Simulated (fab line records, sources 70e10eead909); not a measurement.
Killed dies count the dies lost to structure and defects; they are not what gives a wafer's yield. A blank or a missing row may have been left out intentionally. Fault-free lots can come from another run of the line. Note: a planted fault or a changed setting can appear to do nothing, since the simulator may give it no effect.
Shared-tool check -- flow nand harc -- Lots sampled 13, wafers sampled 45

## WHY THIS WAS OPENED
On 2 of the 13 lots, a flag is raised at NHARC_A_ONON_D1_THK_MEAS_05 on the reading thk nm. No-fault wafers: 997 nm, standard deviation 10.
Rule: a lot gets a flag if all its wafers with a number sit over 4 standard deviations from that mean, or if no wafer of it has a number. All remaining lots are regarded as sound.

lot,measured,on,"thk nm (nm), wafer by wafer",flag
L164,day 7 22:08,film metro-02,1010 1010 1011,
L165,day 7 22:21,film metro-01,984 985 984,
L168,day 8 21:50,film metro-01,1560 1563 1562 1562 1562 1563,FLAGGED
L171,day 9 17:20,film metro-02,1560 1560 1560 1561 1560 1560,FLAGGED
L177,day 10 17:33,film metro-02,994 995 993,
L178,day 11 14:54,film metro-01,999 998 1001,
L179,day 11 14:56,film metro-02,996 993 997,
L182,day 11 21:57,film metro-01,986 987 988,
L181,day 11 21:58,film metro-01,1000 1000 999,
L184,day 12 12:02,film metro-02,992 993 993,
L183,day 12 12:03,film metro-01,994 996 994,
L186,day 12 21:58,film metro-02,1010 1009 1007,
L185,day 12 21:59,film metro-02,985 985 985,
Average over the flagged lots: 1561 nm; offset from the usual +564 nm, equal to +56 standard deviations.

## WHICH TOOL RAN EACH LOT
The record holds 1 process step before the reading, out of a route of 1159 steps. Cell contents, in order: the tool; ch with the chambers the sampled wafers went through; the start.
lot,flag,NHARC_A_ONON_D1_DEP_03
L164,,"pecvd onon-02 ch 0, day 7 21:41"
L165,,"pecvd onon-01 ch 0, day 7 21:53"
L168,FLAGGED,"pecvd onon-01 ch 0, day 8 21:20"
L171,FLAGGED,"pecvd onon-01 ch 0, day 9 16:53"
L177,,"pecvd onon-02 ch 0, day 10 17:02"
L178,,"pecvd onon-03 ch 0, day 11 14:26"
L179,,"pecvd onon-02 ch 0, day 11 14:23"
L182,,"pecvd onon-02 ch 0, day 11 21:26"
L181,,"pecvd onon-03 ch 0, day 11 21:28"
L184,,"pecvd onon-03 ch 0, day 12 11:35"
L183,,"pecvd onon-01 ch 0, day 12 11:36"
L186,,"pecvd onon-03 ch 0, day 12 21:28"
L185,,"pecvd onon-02 ch 0, day 12 21:28"
What the steps here do:
- NHARC_A_ONON_D1_DEP_03: target thk 1000 nm.
- NHARC_A_ONON_D1_THK_MEAS_05: measures by ellipsometry.

## FLAGGED AGAINST TOTAL, ONE TOOL AT A TIME (gauges that did the reading follow at the end)
step,tool,lots run,flagged,share of the flagged lots,sound lots run after its first flagged lot
NHARC_A_ONON_D1_DEP_03,pecvd onon-01,4,2,all,1 (L183)
NHARC_A_ONON_D1_DEP_03,pecvd onon-02,5,0,none,-
NHARC_A_ONON_D1_DEP_03,pecvd onon-03,4,0,none,-
NHARC_A_ONON_D1_THK_MEAS_05,film metro-01,6,1,some,"4 (L178,L182,L181,L183)"
NHARC_A_ONON_D1_THK_MEAS_05,film metro-02,7,1,some,"5 (L177,L179,L184,L186,L185)"

## THE TABLE: WHAT IT ALLOWS
In the table, 1 row covers all flagged lots: pecvd onon-01 at NHARC_A_ONON_D1_DEP_03.
- pecvd onon-01 at NHARC_A_ONON_D1_DEP_03 ran 4 lots, 2 of them flagged. After the first flagged lot (L183), sound lots still ran on it; a lasting fault on the whole tool would not permit that.
Not one row of the table ran every flagged lot while running no sound lot after the first.

## WHAT THE SIMULATOR HAD PUT IN
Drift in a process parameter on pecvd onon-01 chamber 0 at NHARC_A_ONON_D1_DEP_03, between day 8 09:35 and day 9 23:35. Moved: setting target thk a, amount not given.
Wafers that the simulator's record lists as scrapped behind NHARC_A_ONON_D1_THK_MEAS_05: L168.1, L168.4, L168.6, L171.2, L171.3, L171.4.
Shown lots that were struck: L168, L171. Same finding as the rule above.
